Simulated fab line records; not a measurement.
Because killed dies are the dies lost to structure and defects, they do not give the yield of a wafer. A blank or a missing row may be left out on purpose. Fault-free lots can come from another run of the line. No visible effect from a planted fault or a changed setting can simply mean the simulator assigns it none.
fab line records	flow nandHarc
[record] lots = 24	wafers = 72	lastDay = 25
route steps=1159 shown P_ZERO_WELL@16 P_GATE@155 P_CONTACT@234 P_M0@279 P_M1@307
lots that met no fault: from a run of the same line without faults
startH: hours from the record's opening day to when the first of the lot's shown wafers began	waitH: hours elapsed since this lot's preceding step	" as in the row above	L1.1+2: one row covering several wafers at once	- value missing, or start not given	* or withheld: withheld	< > ~ a bound
route shown NAME@n: names a module that has steps shown in the file, with the first one's number in the route	usual: mean/standard deviation taken from wafers without a fault	same: alike in all rows	chamber/n: place in a boat	sites: each site's reading	_std_site: the values' standard deviation	_edge_site: the outer-site mean with the inner-site mean subtracted	radiusMm: for every site, how far away it sits from the centre of the wafer	mask NAME#n: copy n	behind: the tool/chamber that last shaped the wafer	hold: reason for holding the lot/hours on hold/outcome of the hold	device: which transistor (n, p or np) failed to switch	end of line: tests run on the same wafers once the route is complete	for a step that has no rows: nothing shown but its recipe	killed: not the wafer's yield, but the dies lost to structure and defects at the first sort	map: per-die view of a wafer (x killed, . not killed, _ where there is no die)
set.NAME: the run value of the setting; set.NAME@STEP: its run value at that earlier step	model.NAME: the simulator's own value behind a step, which no gauge read
the route's steps for a sample of lots (tables are steps, rows are wafers)
services: from which hour (startH, from the record's first day; less than 0 if before it) a tool's chamber was out of use, for how many hours, and why
[[steps]]
[step NHARC_P_ZERO_WELL_DESCUM_13]
[recipe] timeS = 3	o2FlowSccm = 200	arFlowSccm = 0	biasPowerW = 0	chemistry = O2
[usual] drypumpMotorCurrentA = 6.0/0.34	oesProductAu = 1.002/0.0069	rfVppV = 57.9/0.91	showerheadPlenumPTorr = 1.91/0.1	throttleValvePct = 11.312/0.0089
lot.wafer	tool	chamber	startH	waitH	drypumpMotorCurrentA	oesProductAu	rfHoursCounterH	rfVppV	showerheadPlenumPTorr	throttleValvePct
L074.3	rieDiel-13	1	13.30	-	5.6	1.003	-	59.3	1.85	11.316
L074.5	"	1	"	"	5.6	0.994	-	57.4	1.85	11.314
L074.6	"	0	"	"	6.0	0.990	-	56.6	1.79	11.318
L075.3	rieDiel-08	3	19.43	-	6.2	0.996	4	57.1	2.07	11.314
L075.2	"	1	"	"	6.3	0.999	4	58.1	2.05	11.312
L075.5	"	2	"	"	5.6	1.002	-	57.3	1.81	11.316
L076.2	rieDiel-13	3	25.40	-	6.5	1.003	7	58.3	1.93	11.310
L076.6	"	2	"	"	6.4	1.017	-	58.6	2.01	11.318
L076.5	"	3	"	"	6.5	1.016	-	57.8	1.93	11.311
L077.2	rieDiel-08	0	31.40	-	5.7	0.992	6	58.2	1.82	11.314
L077.3	"	1	"	"	6.3	1.004	5	58.0	2.05	11.315
L077.5	"	3	"	"	6.2	1.005	-	56.4	2.07	11.310
L078.2	rieDiel-08	0	37.40	-	5.7	1.004	6	59.0	1.82	11.298
L078.3	"	3	"	"	6.2	1.001	5	58.9	2.07	11.317
L078.6	"	1	"	"	6.3	1.007	-	59.1	2.05	11.316
L079.1	rieDiel-11	0	43.31	-	5.7	1.001	2	56.5	1.86	11.309
L079.4	"	1	"	"	5.5	1.005	2	58.1	2.03	11.303
L079.6	"	3	"	"	6.4	0.999	-	59.0	1.94	11.313
L080.2	rieDiel-13	1	49.27	-	5.6	0.992	9	57.4	1.85	11.328
L080.4	"	3	"	"	6.6	1.008	9	58.2	1.93	11.311
L080.5	"	1	"	"	5.6	0.996	-	57.6	1.85	11.311
L081.4	rieDiel-13	1	55.41	-	5.6	1.003	9	58.0	1.85	11.322
L081.1	"	3	"	"	6.5	1.007	9	58.4	1.93	11.313
L081.6	"	1	"	"	5.6	0.995	-	57.2	1.85	11.307
L082.4	rieDiel-13	2	61.40	-	6.3	1.011	10	59.2	2.01	11.303
L082.2	"	3	"	"	6.5	1.002	10	57.0	1.93	11.302
L082.3	"	1	"	"	5.6	0.993	10	57.8	1.85	11.309
L083.2	rieDiel-13	3	67.48	-	6.5	1.009	10	58.1	1.93	11.337
L083.1	"	2	"	"	6.3	1.010	10	57.9	2.01	11.323
L083.5	"	0	"	"	6.1	1.010	-	55.5	1.79	11.312
L084.1	rieDiel-13	3	73.30	-	6.6	1.003	11	58.3	1.93	11.310
L084.2	"	2	"	"	6.4	1.012	11	59.6	2.01	11.297
L084.4	"	2	"	"	6.4	1.010	-	58.4	2.01	11.313
L085.3	rieDiel-13	1	79.29	-	5.6	1.002	10	57.6	1.85	11.289
L085.1	"	2	"	"	6.4	1.005	11	58.7	2.01	11.311
L085.6	"	0	"	"	6.1	1.000	-	58.2	1.79	11.311
L086.3	rieDiel-08	2	85.40	-	5.6	1.008	8	56.5	1.81	11.323
L086.6	"	2	"	"	5.6	1.010	-	58.3	1.81	11.306
L086.5	"	3	"	"	6.2	0.997	-	58.3	2.07	11.305
L087.1	rieDiel-08	1	91.77	-	6.3	1.008	9	58.1	2.05	11.329
L087.3	"	0	"	"	5.7	1.006	10	58.2	1.82	11.302
L087.5	"	2	"	"	5.6	1.009	-	57.7	1.81	11.314
L088.1	rieDiel-08	2	97.40	-	5.6	1.012	9	56.6	1.81	11.309
L088.4	"	0	"	"	5.8	0.995	11	58.2	1.82	11.313
L088.2	"	1	"	"	6.3	1.007	10	58.3	2.05	11.309
L089.2	rieDiel-11	3	103.31	-	6.4	0.997	3	57.7	1.94	11.319
L089.4	"	3	"	"	6.4	1.002	-	57.4	1.94	11.317
L089.5	"	0	"	"	5.7	0.995	-	57.3	1.85	11.326
L090.1	rieDiel-08	3	109.35	-	6.2	0.999	11	60.0	2.07	11.306
L090.4	"	0	"	"	5.8	1.008	11	56.9	1.82	11.316
L090.6	"	0	"	"	5.8	1.007	-	57.9	1.82	11.298
L091.1	rieDiel-08	1	115.27	-	6.4	1.009	11	58.9	2.05	11.324
L091.3	"	2	"	"	5.6	1.002	11	57.2	1.81	11.314
L091.2	"	3	"	"	6.2	1.002	11	58.3	2.07	11.319
L092.4	rieDiel-11	3	121.48	-	6.4	0.997	5	58.0	1.94	11.308
L092.3	"	0	"	"	5.7	0.996	5	58.0	1.85	11.301
L092.1	"	1	"	"	5.5	0.986	5	59.0	2.03	11.317
L093.4	rieDiel-13	3	127.27	-	6.6	1.009	0	57.5	1.93	11.308
L093.1	"	1	"	"	5.6	0.997	1	58.4	1.85	11.304
L093.5	"	0	"	"	6.1	1.001	-	57.4	1.79	11.313
L094.2	rieDiel-13	3	133.40	-	6.5	0.987	1	58.3	1.93	11.323
L094.4	"	2	"	"	6.3	1.002	2	57.9	2.01	11.312
L094.6	"	3	"	"	6.6	0.996	-	58.5	1.93	11.319
L095.2	rieDiel-08	3	139.43	-	6.2	0.996	0	58.1	2.07	11.293
L095.5	"	3	"	"	6.2	0.998	-	57.6	2.07	11.317
L095.6	"	0	"	"	5.7	1.003	-	56.4	1.82	11.305
L096.1	rieDiel-08	1	145.40	-	6.3	0.986	1	57.9	2.05	11.293
L096.6	"	1	"	"	6.3	0.990	-	58.6	2.05	11.311
L096.5	"	2	"	"	5.6	1.004	-	57.5	1.81	11.291
L097.1	rieDiel-13	0	151.39	-	6.1	1.002	3	58.1	1.79	11.331
L097.2	"	3	"	"	6.6	0.998	3	57.4	1.93	11.333
L097.5	"	1	"	"	5.6	1.001	-	58.1	1.85	11.311
[step NHARC_P_GATE_ALD_36]
[recipe] targetThkA = 200	pulseTimeS = 60	aldCycles = 223	tempC = 400	material = SiNx
[usual] heaterPowerOuterW = 557/77	heaterPowerW = 902/110	precursorPulseHeightRel = 1.000/0.019
lot.wafer	tool	chamber	startH	waitH	heaterPowerOuterW	heaterPowerW	precursorPulseHeightRel
L074.3	aldSin-01	3	87.14	-	560	905	0.993
L074.5	"	1	89.23	-	677	1026	0.988
L074.6	"	2	90.27	-	485	862	0.984
L075.3	aldSin-04	2	97.29	-	550	916	1.028
L075.2	"	0	99.40	-	417	716	0.997
L075.5	"	2	101.51	-	556	887	0.996
L076.2	aldSin-01	0	100.96	-	515	807	0.986
L076.6	"	1	102.02	-	654	1040	0.994
L076.5	"	2	103.08	-	490	873	0.970
L077.3	aldSin-02	0	106.76	-	536	905	0.961
L077.2	"	1	107.83	-	483	805	0.998
L077.5	"	2	108.89	-	676	1110	0.965
L078.2	aldSin-04	2	125.88	-	538	917	1.004
L078.3	"	0	127.99	-	416	725	0.977
L078.6	"	1	129.05	-	573	857	0.976
L079.4	aldSin-01	1	127.48	-	652	1059	1.004
L079.1	"	3	129.60	-	553	930	1.018
L079.6	"	1	131.71	-	672	1016	0.983
L080.2	aldSin-04	2	137.03	-	566	897	1.008
L080.4	"	3	138.08	-	498	828	1.015
L080.5	"	1	140.18	-	581	867	0.991
L081.1	aldSin-02	1	138.63	-	475	801	0.954
L081.6	"	2	140.03	-	695	1135	0.990
L081.4	"	1	142.83	-	473	805	0.984
L082.3	aldSin-01	1	142.13	-	645	1051	0.989
L082.2	"	2	143.18	-	487	858	1.000
L082.4	"	0	145.29	-	502	802	0.957
L083.1	aldSin-04	2	143.92	-	544	921	0.998
L083.2	"	3	144.98	-	492	806	1.010
L083.5	"	2	148.17	-	562	932	1.025
L084.4	aldSin-02	0	154.21	-	558	900	1.001
L084.1	"	1	155.28	-	475	796	1.024
L084.2	"	2	156.35	-	695	1095	0.976
L087.3	aldSin-01	3	168.23	-	551	911	0.975
L087.1	"	0	169.29	-	502	775	1.019
L087.5	"	3	172.48	-	540	903	1.004
L088.2	aldSin-02	1	168.63	-	470	817	0.992
L088.1	"	2	169.68	-	689	1095	0.978
L088.4	"	3	170.73	-	639	1013	1.001
L085.1	aldSin-04	2	170.42	-	546	890	0.989
L085.3	"	3	171.48	-	495	833	1.042
L085.6	"	0	172.53	-	433	713	1.026
L086.3	aldSin-01	1	175.67	-	662	1010	1.004
L086.6	"	0	178.85	-	496	797	1.027
L086.5	"	1	179.91	-	646	999	1.046
L089.2	aldSin-01	1	187.02	-	652	1012	0.991
L089.4	"	0	190.19	-	512	761	0.989
L089.5	"	1	191.25	-	666	1007	0.988
L090.4	aldSin-02	2	189.01	-	684	1115	0.971
L090.1	"	3	190.06	-	663	1032	0.969
L090.6	"	1	192.16	-	475	804	0.997
L091.2	aldSin-02	0	194.52	-	539	879	1.006
L091.1	"	1	195.59	-	486	787	1.015
L091.3	"	3	197.74	-	663	1027	0.991
L092.1	aldSin-04	3	198.07	-	496	847	1.038
L092.3	"	1	200.18	-	518	813	0.975
L092.4	"	2	201.23	-	575	930	1.023
L093.4	aldSin-01	0	200.65	-	513	784	1.012
L093.1	"	1	201.69	-	665	989	1.042
L093.5	"	3	203.75	-	563	914	1.013
L094.2	aldSin-02	2	210.62	-	695	1080	0.990
L094.4	"	0	212.78	-	546	885	1.006
L094.6	"	2	214.95	-	678	1104	0.989
L095.2	aldSin-04	0	216.76	-	448	755	0.993
L095.6	"	2	218.86	-	578	942	0.963
L095.5	"	3	219.91	-	493	838	1.016
L097.2	aldSin-01	3	221.78	-	557	916	1.017
L097.1	"	2	224.94	-	481	886	1.009
L097.5	"	3	226.00	-	536	931	1.022
L096.1	aldSin-02	2	222.99	-	685	1071	1.042
L096.5	"	1	226.18	-	478	796	1.002
L096.6	"	2	227.25	-	699	1119	0.999
[step NHARC_P_GATE_STRIP_95]
[recipe] powerW = 1500	tempC = 250	chemistry = O2
[usual] drypumpMotorCurrentA = 6.2/0.43	heaterPowerW = 329/22
lot.wafer	tool	chamber	startH	waitH	drypumpMotorCurrentA	heaterPowerW	rfHoursCounterH
L074.3	plasmaAsher-02	0	100.07	0.3	5.9	360	-
L074.5	"	1	"	"	5.6	301	-
L074.6	"	0	"	"	5.9	374	-
L075.2	plasmaAsher-02	1	112.72	0.6	5.6	300	34
L075.3	"	1	"	"	5.6	309	-
L075.5	"	0	"	"	5.9	370	-
L076.2	plasmaAsher-01	1	113.39	0.5	6.6	328	2
L076.6	"	0	"	"	6.5	332	-
L076.5	"	1	"	"	6.6	327	-
L077.2	plasmaAsher-01	1	119.91	0.5	6.6	322	4
L077.3	"	0	"	"	6.5	334	-
L077.5	"	1	"	"	6.6	315	-
L078.2	plasmaAsher-02	0	140.02	0.5	5.9	364	39
L078.3	"	1	"	"	5.6	302	-
L078.6	"	0	"	"	5.9	374	-
L079.1	plasmaAsher-01	1	142.72	0.6	6.6	320	8
L079.4	"	1	"	"	6.6	326	-
L079.6	"	0	"	"	6.6	339	-
L080.2	plasmaAsher-02	0	151.28	0.5	5.9	376	43
L080.4	"	0	"	"	5.9	371	-
L080.5	"	0	"	"	5.9	373	-
L081.1	plasmaAsher-01	0	153.64	0.5	6.6	324	13
L081.4	"	0	"	"	6.5	331	-
L081.6	"	0	"	"	6.5	324	-
L082.2	plasmaAsher-02	0	157.88	0.6	5.9	372	48
L082.4	"	0	"	"	5.9	371	-
L082.3	"	1	"	"	5.6	310	-
L083.2	plasmaAsher-01	0	158.17	0.6	6.6	342	16
L083.1	"	1	"	"	6.6	322	16
L083.5	"	1	"	"	6.6	319	-
L084.1	plasmaAsher-02	1	168.35	0.6	5.6	302	52
L084.2	"	0	"	"	5.9	364	52
L084.4	"	1	"	"	5.6	307	-
L087.1	plasmaAsher-01	1	183.44	0.6	6.6	322	24
L087.3	"	0	"	"	6.6	339	-
L087.5	"	1	"	"	6.6	313	-
L085.1	plasmaAsher-02	1	183.80	0.5	5.6	302	57
L085.3	"	0	"	"	5.9	374	-
L085.6	"	0	"	"	5.9	370	-
L088.2	plasmaAsher-01	1	184.22	0.6	6.6	319	25
L088.1	"	0	"	"	6.6	327	25
L088.4	"	1	"	"	6.6	320	-
L086.3	plasmaAsher-01	0	189.80	0.4	6.5	336	-
L086.5	"	0	"	"	6.5	330	-
L086.6	"	1	"	"	6.6	308	-
L090.1	plasmaAsher-01	0	202.05	0.5	6.6	339	32
L090.4	"	0	"	"	6.5	332	-
L090.6	"	1	"	"	6.6	322	-
L089.2	plasmaAsher-02	0	203.72	1.8	5.9	354	3
L089.4	"	0	"	"	5.9	350	-
L089.5	"	0	"	"	5.9	346	-
L091.1	plasmaAsher-02	1	210.20	0.6	5.6	296	6
L091.2	"	0	"	"	5.9	348	6
L091.3	"	1	"	"	5.6	302	-
L092.1	plasmaAsher-01	1	213.28	0.5	6.6	325	38
L092.3	"	0	"	"	6.5	342	-
L092.4	"	1	"	"	6.6	326	-
L093.1	plasmaAsher-02	0	214.06	0.5	5.9	347	8
L093.4	"	1	"	"	5.6	309	-
L093.5	"	1	"	"	5.6	292	-
L094.2	plasmaAsher-02	0	225.96	0.5	5.9	345	11
L094.4	"	0	"	"	5.9	342	-
L094.6	"	1	"	"	5.6	296	-
L095.2	plasmaAsher-01	1	229.88	0.6	6.6	326	43
L095.5	"	1	"	"	6.6	315	-
L095.6	"	0	"	"	6.6	326	-
L097.2	plasmaAsher-02	1	236.94	0.6	5.6	302	15
L097.1	"	0	"	"	5.9	355	15
L097.5	"	1	"	"	5.6	298	-
L096.1	plasmaAsher-01	0	237.57	0.6	6.6	337	46
L096.5	"	0	"	"	6.5	333	-
L096.6	"	1	"	"	6.6	320	-
[step NHARC_P_CONTACT_INSPECT_14]
[usual] rawDefectCount = 4.0/2.6
lot.wafer	tool	chamber	startH	waitH	rawDefectCount
L074.3	defectInspect-01	-	103.61	0.0	3
L074.5	"	-	"	"	2
L074.6	"	-	"	"	4
L075.2	defectInspect-02	-	116.40	0.0	2
L075.3	"	-	"	"	4
L075.5	"	-	"	"	2
L076.2	defectInspect-01	-	117.08	0.0	8
L076.5	"	-	"	"	4
L076.6	"	-	"	"	2
L077.2	defectInspect-02	-	123.44	0.0	0
L077.3	"	-	"	"	3
L077.5	"	-	"	"	1
L078.2	defectInspect-01	-	143.77	0.0	4
L078.3	"	-	"	"	7
L078.6	"	-	"	"	7
L079.1	defectInspect-02	-	146.30	0.0	6
L079.4	"	-	"	"	5
L079.6	"	-	"	"	7
L080.2	defectInspect-01	-	154.97	0.0	5
L080.4	"	-	"	"	2
L080.5	"	-	"	"	3
L081.1	defectInspect-02	-	157.23	0.0	5
L081.4	"	-	"	"	3
L081.6	"	-	"	"	6
L082.2	defectInspect-02	-	161.63	0.0	5
L082.3	"	-	"	"	3
L082.4	"	-	"	"	5
L083.1	defectInspect-01	-	161.73	0.0	3
L083.2	"	-	"	"	1
L083.5	"	-	"	"	0
L084.1	defectInspect-02	-	171.81	0.0	5
L084.2	"	-	"	"	2
L084.4	"	-	"	"	2
L087.1	defectInspect-01	-	187.00	0.0	2
L087.3	"	-	"	"	1
L087.5	"	-	"	"	4
L085.1	defectInspect-01	-	187.34	0.0	2
L085.3	"	-	"	"	0
L085.6	"	-	"	"	0
L088.1	defectInspect-02	-	187.81	0.0	3
L088.2	"	-	"	"	4
L088.4	"	-	"	"	3
L086.3	defectInspect-02	-	193.34	0.0	3
L086.5	"	-	"	"	3
L086.6	"	-	"	"	8
L090.1	defectInspect-01	-	205.58	0.0	12
L090.4	"	-	"	"	11
L090.6	"	-	"	"	10
L089.2	defectInspect-01	-	207.41	0.0	4
L089.4	"	-	"	"	2
L089.5	"	-	"	"	3
L091.1	defectInspect-02	-	213.85	0.0	9
L091.2	"	-	"	"	2
L091.3	"	-	"	"	5
L092.1	defectInspect-01	-	216.77	0.0	3
L092.3	"	-	"	"	3
L092.4	"	-	"	"	4
L093.1	defectInspect-01	-	217.58	0.0	3
L093.4	"	-	"	"	6
L093.5	"	-	"	"	2
L094.2	defectInspect-02	-	229.59	0.0	2
L094.4	"	-	"	"	3
L094.6	"	-	"	"	6
L095.2	defectInspect-01	-	233.45	0.0	8
L095.5	"	-	"	"	4
L095.6	"	-	"	"	4
L097.1	defectInspect-01	-	240.49	0.0	1
L097.2	"	-	"	"	1
L097.5	"	-	"	"	6
L096.1	defectInspect-01	-	241.20	0.0	2
L096.5	"	-	"	"	7
L096.6	"	-	"	"	9
[step NHARC_P_M0_THK_MEAS_24]
[recipe] thkMeasGauge = xrf
[usual] thkNm = 117.3/1.3
lot.wafer	tool	chamber	startH	waitH	thkNm
L074.3	filmMetro-02	-	110.33	-	116.5
L074.5	"	-	"	"	118.3
L074.6	"	-	"	"	114.9
L075.2	filmMetro-01	-	128.57	-	118.5
L075.3	"	-	"	"	115.0
L075.5	"	-	"	"	117.5
L076.2	filmMetro-01	-	129.24	-	117.7
L076.5	"	-	"	"	116.4
L076.6	"	-	"	"	117.0
L077.2	filmMetro-02	-	130.25	-	116.4
L077.3	"	-	"	"	115.6
L077.5	"	-	"	"	119.9
L078.2	filmMetro-02	-	150.91	-	118.5
L078.3	"	-	"	"	117.6
L078.6	"	-	"	"	114.5
L079.1	filmMetro-01	-	152.80	-	116.5
L079.4	"	-	"	"	118.0
L079.6	"	-	"	"	116.8
L080.2	filmMetro-02	-	162.70	-	116.2
L080.4	"	-	"	"	116.5
L080.5	"	-	"	"	116.7
L081.1	filmMetro-01	-	167.55	-	116.5
L081.4	"	-	"	"	115.0
L081.6	"	-	"	"	116.2
L082.2	filmMetro-01	-	173.93	-	114.5
L082.3	"	-	"	"	115.9
L082.4	"	-	"	"	117.1
L083.1	filmMetro-01	-	174.33	-	118.3
L083.2	"	-	"	"	118.5
L083.5	"	-	"	"	117.8
L084.1	filmMetro-02	-	178.72	-	117.3
L084.2	"	-	"	"	115.3
L084.4	"	-	"	"	116.3
L087.1	filmMetro-02	-	193.68	-	118.7
L087.3	"	-	"	"	117.2
L087.5	"	-	"	"	116.6
L085.1	filmMetro-01	-	194.26	-	116.6
L085.3	"	-	"	"	116.4
L085.6	"	-	"	"	119.5
L088.1	filmMetro-02	-	197.67	-	115.0
L088.2	"	-	"	"	115.8
L088.4	"	-	"	"	116.8
L086.3	filmMetro-02	-	205.67	-	115.8
L086.5	"	-	"	"	119.7
L086.6	"	-	"	"	117.5
L090.1	filmMetro-02	-	216.79	-	118.0
L090.4	"	-	"	"	116.6
L090.6	"	-	"	"	118.7
L089.2	filmMetro-02	-	217.44	-	118.7
L089.4	"	-	"	"	117.1
L089.5	"	-	"	"	117.6
L091.1	filmMetro-02	-	224.48	-	116.3
L091.2	"	-	"	"	118.9
L091.3	"	-	"	"	117.9
L092.1	filmMetro-01	-	225.55	-	114.1
L092.3	"	-	"	"	117.5
L092.4	"	-	"	"	117.8
L093.1	filmMetro-01	-	226.01	-	118.5
L093.4	"	-	"	"	119.8
L093.5	"	-	"	"	116.7
L094.2	filmMetro-02	-	237.86	-	117.9
L094.4	"	-	"	"	118.1
L094.6	"	-	"	"	117.5
L095.2	filmMetro-02	-	240.00	-	118.8
L095.5	"	-	"	"	116.4
L095.6	"	-	"	"	117.8
L097.1	filmMetro-01	-	248.03	-	115.8
L097.2	"	-	"	"	116.1
L097.5	"	-	"	"	116.0
L096.1	filmMetro-01	-	248.33	-	117.5
L096.5	"	-	"	"	116.1
L096.6	"	-	"	"	116.8
[step NHARC_P_M1_PVD_20]
[recipe] targetThkA = 50	biasV = 168.6	powerW = 15000	chamberPressurePa = 0.12	timeS = 8.06	substrateTempC = 50	material = TaN
[usual] throttleValvePct = 30.2/0.87
lot.wafer	tool	chamber	startH	waitH	throttleValvePct
L074.3	pvdSputter-03	-	-	-	29.8
L074.5	"	-	"	"	31.6
L074.6	"	-	"	"	30.0
L075.3	pvdSputter-02	-	-	-	29.9
L075.2	"	-	"	"	30.7
L075.5	"	-	"	"	30.2
L076.2	pvdSputter-03	-	-	-	31.1
L076.5	"	-	"	"	31.1
L076.6	"	-	"	"	31.6
L077.2	pvdSputter-03	-	-	-	31.6
L077.3	"	-	"	"	29.8
L077.5	"	-	"	"	29.8
L078.2	pvdSputter-03	-	-	-	31.7
L078.3	"	-	"	"	30.2
L078.6	"	-	"	"	31.8
L079.1	pvdSputter-03	-	-	-	29.8
L079.4	"	-	"	"	31.1
L079.6	"	-	"	"	29.8
L080.4	pvdSputter-03	-	-	-	29.9
L080.2	"	-	"	"	31.7
L080.5	"	-	"	"	29.8
L081.1	pvdSputter-01	-	-	-	29.5
L081.4	"	-	"	"	30.8
L081.6	"	-	"	"	29.4
L082.3	pvdSputter-03	-	-	-	31.0
L082.2	"	-	"	"	31.8
L082.4	"	-	"	"	29.7
L083.2	pvdSputter-03	-	-	-	30.2
L083.1	"	-	"	"	30.7
L083.5	"	-	"	"	29.9
L084.2	pvdSputter-03	-	-	-	30.2
L084.1	"	-	"	"	31.1
L084.4	"	-	"	"	31.7
L087.3	pvdSputter-01	-	-	-	30.6
L087.1	"	-	"	"	29.5
L087.5	"	-	"	"	29.9
L085.3	pvdSputter-02	-	-	-	30.3
L085.1	"	-	"	"	29.9
L085.6	"	-	"	"	30.3
L088.1	pvdSputter-02	-	-	-	30.1
L088.2	"	-	"	"	28.0
L088.4	"	-	"	"	29.9
L086.3	pvdSputter-01	-	-	-	30.0
L086.6	"	-	"	"	29.5
L086.5	"	-	"	"	29.1
L090.4	pvdSputter-03	-	-	-	29.9
L090.1	"	-	"	"	30.9
L090.6	"	-	"	"	30.3
L089.4	pvdSputter-03	-	-	-	31.1
L089.2	"	-	"	"	31.8
L089.5	"	-	"	"	30.9
L091.2	pvdSputter-01	-	-	-	30.4
L091.1	"	-	"	"	29.6
L091.3	"	-	"	"	29.2
L092.3	pvdSputter-01	-	-	-	29.2
L092.1	"	-	"	"	30.1
L092.4	"	-	"	"	29.3
L093.4	pvdSputter-02	-	-	-	29.7
L093.1	"	-	"	"	28.5
L093.5	"	-	"	"	28.6
L094.2	pvdSputter-03	-	-	-	31.1
L094.4	"	-	"	"	31.5
L094.6	"	-	"	"	30.3
L095.2	pvdSputter-01	-	-	-	29.7
L095.6	"	-	"	"	29.5
L095.5	"	-	"	"	29.4
L097.2	pvdSputter-01	-	-	-	29.5
L097.1	"	-	"	"	30.2
L097.5	"	-	"	"	30.6
L096.1	pvdSputter-03	-	-	-	30.1
L096.5	"	-	"	"	31.1
L096.6	"	-	"	"	31.5
[[services]]
tool	chamber	startH	hours	kind
plasmaAsher-02	-	-8.32	3.0	repair
rieDiel-13	3	4.35	12.6	repair
plasmaAsher-02	-	6.44	9.0	pm
plasmaAsher-01	-	8.61	1.5	repair
rieDiel-13	2	13.25	6.1	repair
aldSin-02	-	17.85	0.6	repair
pvdSputter-03	-	60.20	4.3	repair
rieDiel-13	1	62.11	11.5	repair
aldSin-02	-	82.11	10.0	pm
rieDiel-13	3	83.73	34.6	repair
aldSin-02	-	93.41	8.0	repair
rieDiel-13	-	99.00	9.0	pm
plasmaAsher-01	-	99.77	9.0	pm
pvdSputter-03	-	102.00	10.0	pm
rieDiel-08	-	124.84	9.0	pm
rieDiel-13	3	155.39	2.8	repair
aldSin-01	2	159.92	6.9	repair
rieDiel-13	-	181.77	0.8	repair
plasmaAsher-02	-	183.85	9.0	pm
rieDiel-08	0	189.05	6.7	repair
rieDiel-08	1	197.49	1.6	repair
aldSin-01	0	211.35	10.3	repair
rieDiel-13	1	213.50	13.5	repair
rieDiel-13	3	219.79	1.8	repair
[[key]]
fault none
